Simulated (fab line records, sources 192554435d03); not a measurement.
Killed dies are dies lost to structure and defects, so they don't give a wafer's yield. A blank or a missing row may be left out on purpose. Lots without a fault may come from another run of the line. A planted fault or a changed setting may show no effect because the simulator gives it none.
fab line records | flow n5_finfet
record lots=4 wafers=12 last_day=18
route steps=1938 shown BEOL_M4@1100 BEOL_M5@1112 PASSIVATION@1936
lots that met no fault: from a run of the same line without faults
start_h: hours from the record's first day to the start of the lot's first wafer shown | wait_h: hours since the lot's step before | " the same as in the row above | L1.1+2: a row that stands for several wafers | - no value, or no start given | * or withheld: withheld | < > ~ a bound
route shown NAME@n: a module of which the file shows steps, and the number in the route of the first | usual: mean/standard deviation of fault-free wafers | same: alike in all rows | chamber/n: place in a boat | sites: the reading at each site | _std_site: their standard deviation | _edge_site: outer sites' mean less inner sites' | radius_mm: how far each site lies from the wafer's centre | mask NAME#n: copy n | behind: the tool/chamber that last shaped the wafer | hold: why the lot was held/for how many hours/how that ended | device: the transistor (n, p or np) that didn't switch | end of line: the same wafers' tests at the end of the route | a step without rows: its recipe alone | killed: dies lost to structure and defects at the first sort, not the wafer's yield | map: a wafer's dies, x killed, . not, _ none there
set.NAME: the setting as run; set.NAME@STEP: as run at that earlier step | model.NAME: the simulator's own value behind a step, which no gauge read
lots at some steps of the route; a table a step, a row a wafer
services: from which hour (start_h, from the record's first day; less than 0 if before it) a tool's chamber was out of use, for how many hours, and why
## steps
# step N5_BEOL_M4_SPUTTER_96
# recipe material=Cu target_thk_a=45 temp_c=-20 chamber_pressure_pa=0.07 power_w=withheld time_s=8.29
# step N5_BEOL_M4_ECD_50
# recipe material=Cu target_thk_a=3000
# step N5_BEOL_M4_ANNEAL_51
# recipe temp_c=225 time_s=90 ambient=N2
# step N5_BEOL_M4_CMP_52
# recipe stop_on=SiOC t_overpolish_s=6.8 down_force_psi=1 platen_rpm=50 clearing_platen_down_force_psi=1.5 clearing_platen_rpm=50 post_cmp_clean=cu_alkaline target_thk_nm=40 clearing_platen_pad_velocity_m_s=0.99484 pad_velocity_m_s=0.99484
# step N5_BEOL_M4_PRE_CLEAN_60
# recipe gas=NH3/H2 time_s=15 temp_c=* rf_power_w=300
# step N5_BEOL_M4_CO_CAP_55
# recipe material=Co target_thk_a=20 temp_c=200 precursor=CCTBA/H2 pressure_torr=30 time_s=102.1
# step N5_BEOL_M4_PRE_CLEAN_56
# recipe gas=NH3 time_s=15 temp_c=withheld rf_power_w=300
# step N5_BEOL_M4_DEP_57
# recipe material=SiCN target_thk_a=80 temp_c=withheld precursor=3MS/NH3 pressure_torr=3 rf_w=202 time_s=14
# step N5_BEOL_M5_ILD_DEP_00
# recipe material=SiCOH_lowk target_thk_a=1406.4 temp_c=300 precursor=DEMS/porogen pressure_torr=5 rf_w=500 time_s=25.9
# usual heater_power_w=315/48 showerhead_plenum_p_Torr=5.743/0.017 throttle_valve_pct=13.9/0.42
# columns lot.wafer tool chamber start_h wait_h heater_power_w showerhead_plenum_p_Torr throttle_valve_pct
L947.1 pecvd-03 1 192.32 0.8 317 5.700 14.3
L947.5 " 1 " " 314 5.709 14.3
L947.6 " 0 " " 278 5.712 13.7
L959.4 pecvd-04 2 269.82 0.4 329 5.764 13.6
L959.5 " 1 " " 245 5.755 14.9
L959.6 " 0 " " 358 5.754 13.6
L960.1 pecvd-04 2 285.85 0.8 347 5.769 13.6
L960.3 " 1 " " 244 5.756 14.8
L960.5 " 1 " " 244 5.764 14.8
L964.2 pecvd-04 0 309.23 0.7 325 5.733 13.8
L964.3 " 2 " " 354 5.768 13.7
L964.4 " 2 " " 346 5.762 14.0
# step N5_BEOL_M5_CURE_79
# recipe temp_c=385 time_s=240 ambient=He/Ar material=SiCOH_lowk
# step N5_BEOL_M5_PECVD_70
# recipe material=SiO2 target_thk_a=160 temp_c=400 precursor=TEOS/O2 pressure_torr=5.5 rf_w=450 teos_flow_sccm=53.8 gas=O2 flow_sccm=3000 time_s=18
# step N5_BEOL_M5_HM_DEP_02
# recipe material=TiN target_thk_a=200 temp_c=25 chamber_pressure_pa=0.49996
# step N5_BEOL_M5_COAT_59
# recipe resist=SOC temp_c=250 time_s=60 spin_rpm=1500 resist_thk_nm=60
# step N5_BEOL_M5_COAT_60
# recipe resist=SiARC temp_c=220 time_s=60 spin_rpm=1500 resist_thk_nm=12
# step N5_BEOL_M5_COAT_71
# recipe resist=underlayer temp_c=205 time_s=60 spin_rpm=1500 resist_thk_nm=5
# step N5_BEOL_M5_COAT_05
# recipe resist=CAR-EUV spin_rpm=1500 resist_thk_nm=30
# step N5_BEOL_M5_EBR_07
# recipe solvent=PGMEA ebr_width_mm=1.5
# step N5_BEOL_M5_SOFTBAKE_06
# recipe temp_c=110 time_s=60 resist=CAR-EUV
# step N5_BEOL_M5_EXPOSE_08
# recipe mask_id=M5 na=0.33 source_shape=annular sigma_inner=0.4 sigma_outer=0.8 polarization=unpolarized target_cd_nm=28 dose_mj=35.75
# step N5_BEOL_M5_PEB_09
# recipe peb_temp_c=100 peb_time_s=60 resist=CAR-EUV
# step N5_BEOL_M5_DEVELOP_10
# recipe develop_time_s=30 developer=TMAH resist=CAR-EUV rinse_liquid=surfactant_rinse dry=air_spin dev_temp_c=23
# step N5_BEOL_M5_INSPECT_13
# recipe mode=adi inspect_instrument=brightfield
# usual raw_defect_count=416/100
# columns lot.wafer tool chamber start_h wait_h raw_defect_count
L947.1 defect_inspect-01 - 195.29 0.1 358
L947.5 " - " " 382
L947.6 " - " " 393
L959.4 defect_inspect-02 - 272.29 0.0 282
L959.5 " - " " 455
L959.6 " - " " 452
L960.1 defect_inspect-01 - 287.65 0.1 730
L960.3 " - " " 766
L960.5 " - " " 702
L964.2 defect_inspect-01 - 310.68 0.0 800
L964.3 " - " " 992
L964.4 " - " " 872
# step N5_BEOL_M5_DESCUM_16
# recipe chemistry=O2 time_s=7 source_power_w=50 bias_power_w=20 pressure_mtorr=20 rf_frequency_hz=2.712e+07 temp_c=40 resist=CAR-EUV o2_flow_sccm=225
# step N5_PASSIVATION_PROBE_49
# usual defect_limited_yield=91.1/1.3 killed_at_M0_to_M3=32/9.7 killed_at_M4_up=16/6 killed_at_contacts=12/5.9 killed_at_front_end=41/11 killed_at_other=4/3.1 killed_dies=104/16 killed_open=68/12 killed_short=34/7.4 sort_bin_5_function=5.1/0.85 sort_bin_6_memory=3.3/0.66 sort_n_pass=1075/16 sort_yield_pct=91.1/1.4
# same gross_dies=1180 killed_at_back_side=0 sort_bin_4_leakage[%]=0 sort_bin_8_speed[%]=0
# columns lot.wafer tool chamber start_h wait_h defect_limited_yield[%] killed_at_M0_to_M3 killed_at_M4_up killed_at_contacts killed_at_front_end killed_at_other killed_dies killed_open killed_short sort_bin_5_function[%] sort_bin_6_memory[%] sort_n_pass sort_yield_pct[%]
L947.1 prober-01 - 309.94 0.0 90.8 35 11 11 48 4 109 71 34 5.4 3.6 1071 90.8
L947.5 prober-01 - 310.14 0.2 90.8 31 22 7 47 1 108 70 35 6.0 2.8 1072 90.8
L947.6 prober-01 - 310.19 0.3 88.4 35 16 15 66 5 137 86 46 6.6 4.7 1043 88.4
L960.1 prober-02 - 398.95 0.0 82.7 44 100 16 42 2 204 79 37 11.0 4.8 976 82.7
L960.3 prober-02 - 399.05 0.1 81.5 37 130 5 41 5 218 62 40 11.5 4.6 962 81.5
L960.5 prober-02 - 399.15 0.2 81.0 48 123 6 43 4 224 81 33 12.5 4.7 956 81.0
L964.2 prober-01 - 425.34 0.1 78.6 21 127 16 86 2 252 81 32 13.0 5.7 928 78.6
L964.3 prober-01 - 425.39 0.1 84.0 26 94 17 47 5 189 68 38 10.2 4.0 991 84.0
L964.4 prober-01 - 425.44 0.2 81.9 30 111 5 64 3 213 91 33 11.8 4.4 967 81.9
# killed by level:class
L947.1 FIN_SAQP:geometric_particle:open=21 FIN_SAQP:geometric_particle:short=9 MOL_CONTACT_COAG:geometric_particle:open=9 BEOL_M0_SAQP:geometric_particle:open=7 BEOL_M0_SAQP:geometric_particle:short=7 BEOL_M0:geometric_particle:open=6 STI_FIN_REVEAL:geometric_particle:open=5 BEOL_M1:geometric_particle:short=5
L947.5 FIN_SAQP:geometric_particle:open=14 BEOL_M4:geometric_particle:open=12 FIN_SAQP:geometric_particle:short=10 BEOL_M0_SAQP:geometric_particle:short=10 STI_FIN_REVEAL:geometric_particle:open=7 MOL_CONTACT_COAG:geometric_particle:open=6 BEOL_M3:geometric_particle:open=6 BEOL_M0_SAQP:geometric_particle:open=5
L947.6 FIN_SAQP:geometric_particle:open=27 FIN_SAQP:geometric_particle:short=14 MOL_CONTACT_COAG:geometric_particle:open=11 BEOL_M2:geometric_particle:open=8 BEOL_M4:geometric_particle:open=8 GATE_CUT:geometric_particle:short=6 BEOL_M0_SAQP:geometric_particle:open=6 BEOL_M0_SAQP:geometric_particle:short=5
L960.1 BEOL_M5:unspecified=88 FIN_SAQP:geometric_particle:open=16 MOL_CONTACT_COAG:geometric_particle:open=12 BEOL_M0_SAQP:geometric_particle:open=12 BEOL_M2:geometric_particle:open=11 BEOL_M0_SAQP:geometric_particle:short=10 FIN_SAQP:geometric_particle:short=8 BEOL_M4:geometric_particle:open=8
L960.3 BEOL_M5:unspecified=115 FIN_SAQP:geometric_particle:short=13 FIN_SAQP:geometric_particle:open=12 BEOL_M2:geometric_particle:open=9 BEOL_M0_SAQP:geometric_particle:short=8 BEOL_M0_SAQP:geometric_particle:open=7 STARTING-WAFER:geometric_particle:short=5 GATE_CUT:geometric_particle:short=4
L960.5 BEOL_M5:unspecified=110 BEOL_M2:geometric_particle:open=15 FIN_SAQP:geometric_particle:open=13 BEOL_M0_SAQP:geometric_particle:open=11 BEOL_M0_SAQP:geometric_particle:short=8 FIN_SAQP:geometric_particle:short=7 BEOL_M4:geometric_particle:open=7 BEOL_M3:geometric_particle:open=7
L964.2 BEOL_M5:unspecified=120 FIN_SAQP:geometric_particle:open=22 HKMG_FIN:area_etch=17 STI_FIN_REVEAL:geometric_particle:open=15 MOL_CONTACT_COAG:geometric_particle:open=11 FIN_SAQP:geometric_particle:short=6 BEOL_M0_SAQP:geometric_particle:short=6 BEOL_M1:geometric_particle:open=5
L964.3 BEOL_M5:unspecified=82 MOL_CONTACT_COAG:geometric_particle:open=16 FIN_SAQP:geometric_particle:short=15 BEOL_M0_SAQP:geometric_particle:short=10 FIN_SAQP:geometric_particle:open=8 DUMMY_GATE:geometric_particle:open=7 BEOL_M4:geometric_particle:open=6 BEOL_M2:geometric_particle:open=5
L964.4 BEOL_M5:unspecified=84 BEOL_M4:geometric_particle:open=17 FIN_SAQP:geometric_particle:open=16 BEOL_M0_SAQP:geometric_particle:open=13 STI_FIN_REVEAL:geometric_particle:open=12 DUMMY_GATE:geometric_particle:open=12 FIN_SAQP:geometric_particle:short=9 BEOL_M0_SAQP:geometric_particle:short=6
# map L960.5 (x killed, . not)
_________________x.x.........________________
______________x.............x..._____________
___________....x.....x..x.....x..xx__________
__________.x..x....................._________
________......................x......._______
_______.....................x..........______
______..x.x..x..x.............x........._____
_____............x............x..........____
____............xx......x...............x.___
___...........x..xxxx.x.x.........x.x......__
___.....x....................x....x.......x__
__.............x.......................x...._
__.........xx.x.................x..........._
_..............x.....x.......x...............
_..........................x......x.......x..
_......x...x.....x....x.x....................
_............................................
_.x.x..x.....x..........................x....
_...x.................x......x.x........x....
_..........x..........x...............x...x..
_.............x.........x.x..xx..........x...
__.....................x.........x.....x...._
__.x..........x....xx..xx...x....x..x......._
___....................xxxx......xxx.....x.__
___xx..x..........xxxxxxxxxxx.......xx.....__
____...............xxxxxxxxxxxx.x...x.....___
_____....x....x..x.xxxxxxxxxxx...x.......____
______............xxxxxxxxxxxx.x....x..._____
_______....x......xxxxxxxxxxxxxx.......______
________........xxxxxxxxxxxxxxxx..x..._______
__________......xxxxxxxxxxxxxx.x.xx._________
___________.x....x..xxxxxx..x......__________
______________...x..xxxxx....xx._____________
_________________.....x..x.xx________________
# map L964.2 (x killed, . not)
_________________.x..........________________
______________..........xx...xx._____________
___________................xx....x.__________
__________...x..............x......._________
________.......x......................_______
_______..........x....x...........x..x.______
______.....x..x....xx.....x............._____
_____.x.x.....................x.x........____
____..xx....................x...xx..xx...x___
___....x.....xx...........x....x...........__
___......xx.....x...........x..............__
__......x...............x..x.x....xx........_
__.................x.x...x.......x....x.x..._
_......x....xx.x....x.xx...x.x...............
_....x................xxx.xxxx..x...x........
_.......x.........x.xxxxxxxx.xxx..x..........
_...x.x...........x..xxxxxxxxxxxx.......x.x.x
_...x......x......xx.xxxxxxxxxxxxxx.......x..
_..x......x.........xxxxxxxxxxx......x.......
_.....x.....x.x....xxxxxxxxxxxxx.......x.....
_.........x........xxxxxxxxxxxx.xx.......xx..
__.....x...x.x.....x.xxxxxxxxxxxx....x......_
__......x......x....x.xxxxxxx.x.xx.x........_
___..............xx..xxxxx..xx.x..x.x......__
___..........x.......x.xx..x..xx...x.......__
____....x..................x....x.x...x...___
_____.....x......................x....x.x____
______...x.........x....x.x......x....x._____
_______............x....x..............______
________.x.......x...........x...x...x_______
__________.................xx..x...._________
___________....xx......x...........__________
______________........x........._____________
_________________........x...________________
## services
# columns tool chamber start_h hours kind
pecvd-03 2 202.38 - clean
pecvd-03 2 202.38 - consumable_replace:showerhead
pecvd-03 2 202.38 29.0 scheduled_down
pecvd-03 2 202.38 29.0 vent_cycle
pecvd-04 1 210.67 3.4 repair
pecvd-04 1 214.10 5.5 scheduled_down
pecvd-04 1 219.64 5.5 scheduled_down
pecvd-03 0 237.39 5.5 scheduled_down
pecvd-04 0 238.10 - calibration
pecvd-03 0 243.03 4.9 repair
pecvd-03 2 273.09 2.1 scheduled_down
## key
first_sign step=N5_BEOL_M5_INSPECT_13 reading=raw_defect_count direction=up sigmas=3.9 usual=416 struck=810
effect step=N5_PASSIVATION_PROBE_49 reading=killed_at_M4_up direction=up sigmas=16 usual=16 struck=114
more_kills_born_at N5_BEOL_M5_ILD_DEP_00@pecvd-04=599
met_at N5_BEOL_M5_ILD_DEP_00
struck_wafers L960.1,L960.3,L960.5,L964.2,L964.3,L964.4
baseline_loss step=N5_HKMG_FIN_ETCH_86 wafers=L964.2
onset_between 269.82 285.85
also_fits time
fault kind=chamber_particle_source tool=pecvd-04 chamber=- onset_h=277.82 steps=N5_BEOL_M5_ILD_DEP_00 rate_per_visit_cm2=0.67967 end_h=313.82
# baseline_loss: these wafers lose ten dies or more at that step, a loss of the line's own and not of a fault; the sort's usual values leave them out
